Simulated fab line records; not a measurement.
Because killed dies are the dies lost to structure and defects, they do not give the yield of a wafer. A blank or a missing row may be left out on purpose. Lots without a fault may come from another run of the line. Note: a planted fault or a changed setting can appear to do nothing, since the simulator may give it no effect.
fab line records    flow n5_finfet
record lots=11  wafers=33  last_day=18
route steps=1938 shown GATE_CUT@508 MIM_BOT_LITHO@1863 MIM_BOT_ETCH@1866 TV_OPEN@1888 PASSIVATION@1936
lots that met no fault: taken from a fault-free run of the same line
start_h: hours from the record's opening day to when the first of the lot's shown wafers began    wait_h: time in hours since the lot's previous step    " unchanged from the row above    L1.1+2: a row that stands for several wafers    - either no value or no given start    * or withheld: withheld    < > ~ a bound
route shown NAME@n: a module of which the file shows steps, and the number in the route of the first    usual: mean/standard deviation of fault-free wafers    same: alike in all rows    chamber/n: place in a boat    sites: each site's reading    _std_site: standard deviation of those values    _edge_site: mean of outer sites minus mean of inner sites    radius_mm: how far each site lies from the wafer's centre    mask NAME#n: copy n    behind: the last tool/chamber to shape the wafer    hold: what put the lot on hold/how long, in hours/how the hold closed    device: whichever transistor did not switch (one of n, p or np)    end of line: tests of these same wafers at the route's end    a step with no rows: only its recipe    killed: not the wafer's yield, but the dies lost to structure and defects at the first sort    map: a wafer's dies, marking killed ones x, the rest . and places with no die _
set.NAME: the run value of the setting; set.NAME@STEP: its run value at that earlier step    model.NAME: the simulator's own value behind a step, which no gauge read
steps of the route over a sample of lots; a table a step, a row a wafer
services: from which hour (start_h, from the record's first day; less than 0 if before it) a tool's chamber was out of use, for how many hours, and why
## steps
# step N5_GATE_CUT_STRIP_29
# recipe chemistry=post_etch_residue_remover  time_s=60  temp_c=25  remover_ph=withheld  remover_water_wt_pct=withheld  remover_fluoride_wt_pct=withheld
lot.wafer   tool          chamber  start_h  wait_h
L861.2+3+6  wet_bench-04  7,5,1    85.81    0.1
L862.1+3+5  wet_bench-05  5,3,6    88.35    0.1
L864.3+5+6  wet_bench-02  1,7,0    100.85   0.0
L867.1+3+5  wet_bench-05  1,0,7    120.65   0.1
L868.1+3+6  wet_bench-05  4,0,3    127.86   0.1
L871.1+2+4  wet_bench-05  7,4,5    151.88   0.1
L873.1+4+6  wet_bench-05  1,0,7    163.80   0.1
L878.1+3+5  wet_bench-04  7,6,2    190.58   0.1
L879.1+2+6  wet_bench-04  2,6,7    200.63   0.1
L880.1+4+5  wet_bench-02  7,6,0    201.00   0.1
L884.1+3+5  wet_bench-02  4,2,0    233.08   0.1
# step N5_MIM_BOT_LITHO_OVL_MEAS_11
# recipe points_per_wafer=44
# usual MIM_BOT_OVL=-1/4.8
lot.wafer  tool        chamber  start_h  wait_h  MIM_BOT_OVL[nm]
L861.2     overlay-02  0        276.24   0.0     8
L861.3     "           0        "        "       -1
L861.6     "           0        "        "       7
L862.1     overlay-01  0        276.46   0.0     1
L862.3     "           0        "        "       -3
L862.5     "           0        "        "       -3
L864.3     overlay-01  0        292.79   0.0     1
L864.5     "           0        "        "       12
L864.6     "           0        "        "       5
L867.1     overlay-02  0        305.20   0.0     2
L867.3     "           0        "        "       1
L867.5     "           0        "        "       -5
L868.1     overlay-01  0        319.05   0.0     3
L868.3     "           0        "        "       3
L868.6     "           0        "        "       11
L871.1     overlay-01  0        337.28   0.0     -12
L871.2     "           0        "        "       -12
L871.4     "           0        "        "       -8
L873.1     overlay-01  0        347.42   0.0     2
L873.4     "           0        "        "       -2
L873.6     "           0        "        "       -1
L878.1     overlay-01  0        373.28   0.0     2
L878.3     "           0        "        "       -4
L878.5     "           0        "        "       -4
L879.1     overlay-02  0        384.26   0.0     1
L879.2     "           0        "        "       -2
L879.6     "           0        "        "       2
L880.1     overlay-01  0        389.98   0.0     4
L880.4     "           0        "        "       -6
L880.5     "           0        "        "       -6
L884.1     overlay-01  0        420.25   0.0     4
L884.3     "           0        "        "       5
L884.5     "           0        "        "       -5
# step N5_MIM_BOT_ETCH_ETCH_04
# recipe chemistry=CF4/O2  target=SiNx  target_depth_a=260  time_s=13  ion_energy_ev=100  pressure_mtorr=40  source_w=535  bias_w=49  Ar_flow_sccm=100  cf4_flow_sccm=100  O2_flow_sccm=10
# usual drypump_motor_current_A=5.9/0.38  oes_ar_750_au=0.83/0.095  oes_product_au=0.83/0.1  rf_vpp_V=240/6.1  showerhead_plenum_p_Torr=2.15/0.066  throttle_valve_pct=15.89/0.22
lot.wafer  tool         chamber  start_h  wait_h  drypump_motor_current_A  oes_ar_750_au  oes_product_au  rf_hours_counter_h  rf_vpp_V  showerhead_plenum_p_Torr  throttle_valve_pct
L861.2     rie_diel-03  2        276.36   0.0     5.5                      0.95           0.96            19                  235       2.16                      15.66
L861.3     "            1        "        "       6.3                      0.76           0.73            154                 234       2.20                      16.04
L861.6     "            2        "        "       5.5                      0.96           0.96            -                   234       2.16                      15.66
L862.1     rie_diel-03  1        276.58   0.0     6.4                      0.76           0.74            154                 233       2.20                      16.04
L862.3     "            2        "        "       5.5                      0.95           0.95            19                  236       2.16                      15.63
L862.5     "            0        "        "       6.3                      0.95           0.98            -                   240       2.16                      15.79
L864.3     rie_diel-03  0        292.91   0.0     6.3                      0.94           0.96            17                  240       2.16                      15.79
L864.5     "            1        "        "       6.3                      0.75           0.74            -                   230       2.20                      16.05
L864.6     "            2        "        "       5.5                      0.93           0.95            -                   235       2.16                      15.65
L867.1     rie_diel-05  1        305.32   0.0     5.1                      1.00           1.00            4                   240       2.25                      15.86
L867.3     "            2        "        "       5.5                      0.82           0.84            65                  246       2.15                      15.70
L867.5     "            1        "        "       5.2                      1.00           1.00            -                   242       2.25                      15.86
L868.1     rie_diel-03  0        319.18   0.0     6.3                      0.91           0.93            29                  237       2.16                      15.82
L868.3     "            3        "        "       5.9                      0.69           0.69            243                 234       2.18                      15.90
L868.6     "            2        "        "       5.5                      0.91           0.93            -                   234       2.16                      15.69
L871.1     rie_diel-03  2        337.72   0.0     5.5                      0.91           0.91            44                  233       2.15                      15.69
L871.2     "            1        "        "       6.3                      0.74           0.72            176                 234       2.19                      16.07
L871.4     "            1        "        "       6.3                      0.74           0.73            -                   232       2.19                      16.08
L873.1     rie_diel-03  1        347.55   0.0     6.3                      0.74           0.72            180                 232       2.19                      16.07
L873.4     "            0        "        "       6.3                      0.89           0.91            -                   239       2.15                      15.85
L873.6     "            2        "        "       5.5                      0.90           0.90            -                   233       2.15                      15.69
L878.1     rie_diel-02  2        373.40   0.0     5.8                      0.80           0.83            66                  253       2.15                      15.95
L878.3     "            3        "        "       5.9                      0.77           0.77            123                 237       2.11                      16.11
L878.5     "            0        "        "       6.4                      0.71           0.71            -                   241       2.00                      16.20
L879.1     rie_diel-03  1        384.39   0.0     6.3                      0.73           0.72            189                 234       2.19                      16.11
L879.2     "            3        "        "       5.9                      0.96           0.97            9                   234       2.17                      15.50
L879.6     "            2        "        "       5.4                      0.88           0.88            -                   234       2.15                      15.73
L880.1     rie_diel-02  3        390.17   0.0     5.9                      0.76           0.76            130                 237       2.11                      16.13
L880.4     "            3        "        "       5.9                      0.76           0.75            -                   237       2.11                      16.12
L880.5     "            0        "        "       6.4                      0.70           0.70            -                   242       2.00                      16.23
L884.1     rie_diel-02  2        420.49   0.0     5.8                      0.78           0.79            88                  252       2.14                      15.97
L884.3     "            0        "        "       6.4                      0.70           0.68            239                 241       2.00                      16.24
L884.5     "            1        "        "       5.4                      0.94           0.95            -                   244       2.26                      15.54
# step N5_PASSIVATION_VIA_ETCH_13
# recipe chemistry=CHF3/O2  target=SiO2  target_depth_a=6600  CHF3_flow_sccm=50  O2_flow_sccm=5  Ar_flow_sccm=200  time_s=330  mask_material=PR  pressure_mtorr=30  source_w=650  bias_w=170  ion_energy_ev=200  ends=cleared
# usual drypump_motor_current_A=5.7/0.45  etch_rf_on_time_s=238/5.9  oes_ar_750_au=0.81/0.087  oes_product_au=0.73/0.082  rf_vpp_V=524/8.1  showerhead_plenum_p_Torr=2.42/0.095  throttle_valve_pct=18.83/0.23
lot.wafer  tool         chamber  start_h  wait_h  drypump_motor_current_A  etch_rf_on_time_s  oes_ar_750_au  oes_product_au  rf_hours_counter_h  rf_vpp_V  showerhead_plenum_p_Torr  throttle_valve_pct
L861.2     rie_diel-01  0        278.11   0.0     6.2                      245                0.69           0.62            224                 522       2.29                      19.27
L861.3     "            2        "        "       5.1                      238                0.75           0.68            164                 524       2.52                      19.09
L861.6     "            0        "        "       6.2                      248                0.69           0.62            -                   524       2.29                      19.30
L862.1     rie_diel-04  2        278.83   0.0     5.8                      244                0.82           0.73            85                  510       2.43                      18.71
L862.3     "            3        "        "       6.0                      232                0.95           0.86            3                   521       2.46                      18.48
L862.5     "            3        "        "       6.0                      242                0.94           0.85            -                   521       2.46                      18.47
L864.3     rie_diel-04  2        294.76   0.0     5.9                      243                0.81           0.72            91                  509       2.42                      18.73
L864.5     "            0        "        "       5.3                      237                0.73           0.65            -                   536       2.49                      19.04
L864.6     "            3        "        "       6.0                      242                0.92           0.83            -                   521       2.46                      18.49
L867.1     rie_diel-06  0        307.30   0.0     5.6                      238                0.70           0.63            230                 519       2.47                      19.13
L867.3     "            2        "        "       4.8                      235                0.86           0.77            52                  524       2.54                      18.79
L867.5     "            2        "        "       4.8                      233                0.86           0.77            -                   524       2.54                      18.76
L868.1     rie_diel-01  2        320.92   0.0     5.1                      236                0.75           0.66            178                 522       2.52                      19.10
L868.3     "            0        "        "       6.2                      241                0.67           0.61            239                 521       2.28                      19.28
L868.6     "            3        "        "       5.9                      231                0.93           0.85            -                   538       2.38                      18.53
L871.1     rie_diel-04  1        341.41   0.0     5.4                      229                0.96           0.87            13                  534       2.45                      18.98
L871.2     "            2        "        "       5.9                      241                0.80           0.71            105                 509       2.42                      18.75
L871.4     "            0        "        "       5.3                      239                0.71           0.64            229                 536       2.48                      19.08
L873.1     rie_diel-04  1        349.80   0.0     5.4                      231                0.95           0.87            15                  533       2.45                      18.99
L873.4     "            2        "        "       5.8                      251                0.78           0.71            108                 510       2.42                      18.75
L873.6     "            2        "        "       5.9                      243                0.79           0.70            -                   511       2.42                      18.74
L878.1     rie_diel-06  2        375.61   0.0     4.8                      230                0.84           0.75            73                  523       2.53                      18.81
L878.3     "            3        "        "       6.2                      226                0.88           0.78            38                  519       2.35                      18.69
L878.5     "            2        "        "       4.8                      238                0.84           0.75            -                   523       2.53                      18.81
L879.1     rie_diel-06  2        386.71   0.0     4.8                      238                0.83           0.74            78                  523       2.53                      18.82
L879.2     "            0        "        "       5.6                      249                0.97           0.88            2                   520       2.46                      18.77
L879.6     "            1        "        "       5.6                      249                0.72           0.65            -                   529       2.20                      18.77
L880.1     rie_diel-04  2        392.04   0.0     5.9                      242                0.77           0.70            122                 509       2.41                      18.77
L880.4     "            1        "        "       5.4                      232                0.93           0.85            26                  535       2.45                      19.01
L880.5     "            2        "        "       5.9                      249                0.77           0.69            -                   509       2.41                      18.77
L884.1     rie_diel-04  1        423.49   0.0     5.4                      227                0.90           0.82            37                  533       2.44                      19.02
L884.3     "            3        "        "       6.0                      244                0.84           0.76            48                  522       2.45                      18.58
L884.5     "            3        "        "       6.0                      239                0.83           0.76            -                   521       2.45                      18.56
# step N5_PASSIVATION_PROBE_49
# usual defect_limited_yield=91.3/1.3  killed_at_M0_to_M3=35/9.3  killed_at_M4_up=14/5.2  killed_at_contacts=12/5.9  killed_at_front_end=38/11  killed_at_other=4/3.7  killed_dies=103/15  killed_open=67/12  killed_short=34/8  sort_bin_5_function=5.1/0.88  sort_bin_6_memory=3.3/0.65  sort_n_pass=1077/15  sort_yield_pct=91.3/1.3
# same gross_dies=1180  killed_at_back_side=0  sort_bin_4_leakage[%]=0  sort_bin_8_speed[%]=0
lot.wafer  tool       chamber  start_h  wait_h  defect_limited_yield[%]  killed_at_M0_to_M3  killed_at_M4_up  killed_at_contacts  killed_at_front_end  killed_at_other  killed_dies  killed_open  killed_short  sort_bin_5_function[%]  sort_bin_6_memory[%]  sort_n_pass  sort_yield_pct[%]
L868.1     prober-02  -        328.49   0.0     91.0                     29                  19               25                  32                   1                106          76           30            5.9                     3.1                   1074         91.0
L868.3     prober-02  -        328.59   0.1     90.6                     33                  21               25                  30                   2                111          75           35            5.5                     3.6                   1069         90.6
L868.6     prober-02  -        328.74   0.3     90.0                     34                  19               29                  35                   1                118          82           33            5.9                     3.8                   1062         90.0
L871.1     prober-02  -        348.10   0.0     80.5                     32                  12               14                  162                  10               230          73           28            11.8                    5.1                   950          80.5
L871.2     prober-02  -        348.15   0.1     90.3                     39                  10               10                  51                   4                114          65           49            5.5                     3.9                   1066         90.3
L871.4     prober-02  -        348.25   0.2     88.8                     24                  18               27                  42                   21               132          81           49            6.4                     4.2                   1048         88.8
L873.1     prober-01  -        355.96   0.0     94.7                     26                  5                13                  17                   1                62           36           25            3.0                     1.9                   1118         94.7
L873.4     prober-01  -        356.11   0.2     92.4                     37                  13               1                   32                   7                90           51           39            4.4                     2.9                   1090         92.4
L873.6     prober-01  -        356.21   0.3     80.8                     41                  12               14                  157                  3                227          61           40            12.3                    4.2                   953          80.8
L879.1     prober-02  -        394.32   0.0     90.2                     33                  14               14                  47                   8                116          81           33            5.7                     3.7                   1064         90.2
L879.2     prober-02  -        394.37   0.1     90.7                     30                  11               14                  50                   5                110          75           34            5.0                     3.8                   1070         90.7
L879.6     prober-02  -        394.57   0.3     89.9                     42                  19               12                  39                   7                119          88           28            6.4                     3.4                   1061         89.9
# killed by level:class
L868.1 MOL_CONTACT_COAG:geometric_particle:open=24 BEOL_M4:geometric_particle:open=11 BEOL_M3:geometric_particle:open=10 STI_FIN_REVEAL:geometric_particle:open=8 GATE_CUT:geometric_particle:short=8 BEOL_M0_SAQP:geometric_particle:open=4 BEOL_M3:geometric_particle:short=4 FIN_SAQP:geometric_particle:short=3
L868.3 MOL_CONTACT_COAG:geometric_particle:open=22 BEOL_M4:geometric_particle:open=15 BEOL_M0_SAQP:geometric_particle:short=8 BEOL_M3:geometric_particle:open=8 STI_FIN_REVEAL:geometric_particle:open=6 BEOL_M0:geometric_particle:short=6 DUMMY_GATE:geometric_particle:open=5 FIN_SAQP:geometric_particle:short=4
L868.6 MOL_CONTACT_COAG:geometric_particle:open=28 STI_FIN_REVEAL:geometric_particle:open=11 BEOL_M4:geometric_particle:open=11 STI_FIN_REVEAL:geometric_particle:short=7 BEOL_M3:geometric_particle:open=6 BEOL_M0_SAQP:geometric_particle:open=5 BEOL_M0_SAQP:geometric_particle:short=5 BEOL_M0:geometric_particle:short=5
L871.1 GATE_CUT:unspecified=127 MOL_CONTACT_COAG:geometric_particle:open=13 FIN_SAQP:geometric_particle:open=11 BEOL_M1:geometric_particle:open=9 BEOL_M0_SAQP:geometric_particle:open=7 GATE_CUT:geometric_particle:open=6 BEOL_M0_SAQP:geometric_particle:short=6 BEOL_M4:geometric_particle:open=6
L871.2 FIN_SAQP:geometric_particle:short=20 BEOL_M0_SAQP:geometric_particle:short=14 BEOL_M2:geometric_particle:open=9 FIN_SAQP:geometric_particle:open=8 BEOL_M0_SAQP:geometric_particle:open=8 MOL_CONTACT_COAG:geometric_particle:open=7 STI_FIN_REVEAL:geometric_particle:open=6 GATE_CUT:geometric_particle:open=5
L871.4 MOL_CONTACT_COAG:geometric_particle:open=19 FIN_SAQP:geometric_particle:open=9 MIM_TOP_ETCH:geometric_particle:short=9 GATE_CUT:geometric_particle:short=8 MOL_CONTACT_COAG:geometric_particle:short=8 GATE_CUT:geometric_particle:open=7 FIN_SAQP:geometric_particle:short=6 BEOL_M0:geometric_particle:open=6
L873.1 BEOL_M0_SAQP:geometric_particle:open=10 BEOL_M0_SAQP:geometric_particle:short=8 MOL_CONTACT_COAG:geometric_particle:open=7 MOL_CONTACT_COAG:geometric_particle:short=6 FIN_SAQP:geometric_particle:open=4 FIN_SAQP:geometric_particle:short=4 BEOL_M1:geometric_particle:open=4 DUMMY_GATE:geometric_particle:open=3
L873.4 BEOL_M0_SAQP:geometric_particle:short=14 BEOL_M0_SAQP:geometric_particle:open=11 GATE_CUT:geometric_particle:short=7 BEOL_M4:geometric_particle:open=6 BEOL_M3:geometric_particle:open=5 DUMMY_GATE:geometric_particle:short=4 BEOL_M2:geometric_particle:open=4 FIN_SAQP:geometric_particle:open=3
L873.6 GATE_CUT:unspecified=123 BEOL_M0_SAQP:geometric_particle:short=17 MOL_CONTACT_COAG:geometric_particle:open=11 BEOL_M0_SAQP:geometric_particle:open=9 FIN_SAQP:geometric_particle:short=6 FIN_SAQP:geometric_particle:open=5 BEOL_M4:geometric_particle:open=5 STI_FIN_REVEAL:geometric_particle:open=4
L879.1 MOL_CONTACT_COAG:geometric_particle:open=10 FIN_SAQP:geometric_particle:open=9 STI_FIN_REVEAL:geometric_particle:open=9 DUMMY_GATE:geometric_particle:open=9 BEOL_M0:geometric_particle:open=8 BEOL_M0_SAQP:geometric_particle:open=6 BEOL_M2:geometric_particle:open=5 BEOL_M4:geometric_particle:open=5
L879.2 STI_FIN_REVEAL:geometric_particle:open=16 MOL_CONTACT_COAG:geometric_particle:open=10 BEOL_M2:geometric_particle:open=10 DUMMY_GATE:geometric_particle:open=8 FIN_SAQP:geometric_particle:short=6 BEOL_M5:geometric_particle:open=5 GATE_CUT:geometric_particle:short=4 MOL_CONTACT_COAG:geometric_particle:short=4
L879.6 BEOL_M0_SAQP:geometric_particle:open=14 DUMMY_GATE:geometric_particle:open=11 MOL_CONTACT_COAG:geometric_particle:open=10 STI_FIN_REVEAL:geometric_particle:open=8 BEOL_M5:geometric_particle:open=7 FIN_SAQP:geometric_particle:open=6 BEOL_M2:geometric_particle:open=6 BEOL_M3:geometric_particle:open=5
## services
tool          chamber  start_h  hours  kind
rie_diel-04   0        62.99    3.1    repair
wet_bench-02  -        89.63    1.0    repair
rie_diel-01   0        107.52   8.7    repair
wet_bench-05  -        109.81   1.9    pm
rie_diel-06   -        151.78   0.2    repair
wet_bench-04  -        151.81   1.9    repair
wet_bench-02  -        194.69   1.9    pm
rie_diel-03   1        217.32   3.5    repair
rie_diel-02   1        259.41   3.0    repair
rie_diel-02   0        272.35   6.4    repair
rie_diel-03   3        272.91   8.3    repair
rie_diel-06   0        287.07   4.0    repair
rie_diel-03   2        308.08   2.5    repair
rie_diel-03   3        308.34   5.9    repair
rie_diel-03   1        314.59   8.3    repair
rie_diel-02   1        349.06   28.8   repair
rie_diel-04   1        357.76   5.1    repair
rie_diel-03   1        370.41   3.2    repair
rie_diel-03   3        376.39   2.1    repair
rie_diel-03   0        382.97   3.4    repair
rie_diel-03   1        385.29   21.7   repair
rie_diel-06   2        387.16   5.1    repair
rie_diel-06   1        390.05   9.0    repair
rie_diel-02   3        406.52   6.0    repair
## key
first_sign step=N5_PASSIVATION_PROBE_49  reading=killed_at_front_end  direction=up  sigmas=12  usual=38  struck=160
effect step=N5_PASSIVATION_PROBE_49  reading=killed_dies  direction=up  sigmas=8.1  usual=103  struck=228
more_kills_born_at N5_GATE_CUT_STRIP_29@wet_bench-05=250
met_at N5_GATE_CUT_STRIP_29
struck_lots L871,L873
struck_wafers L871.1,L873.6
not_acting_at N5_MIM_BOT_LITHO_OVL_MEAS_11,N5_MIM_BOT_ETCH_ETCH_04,N5_PASSIVATION_VIA_ETCH_13
onset_between 120.65 151.88
fault kind=chamber_particle_source  tool=wet_bench-05  chamber=7  onset_h=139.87  steps=N5_GATE_CUT_STRIP_29  rate_per_visit_cm2=1.0084  end_h=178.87
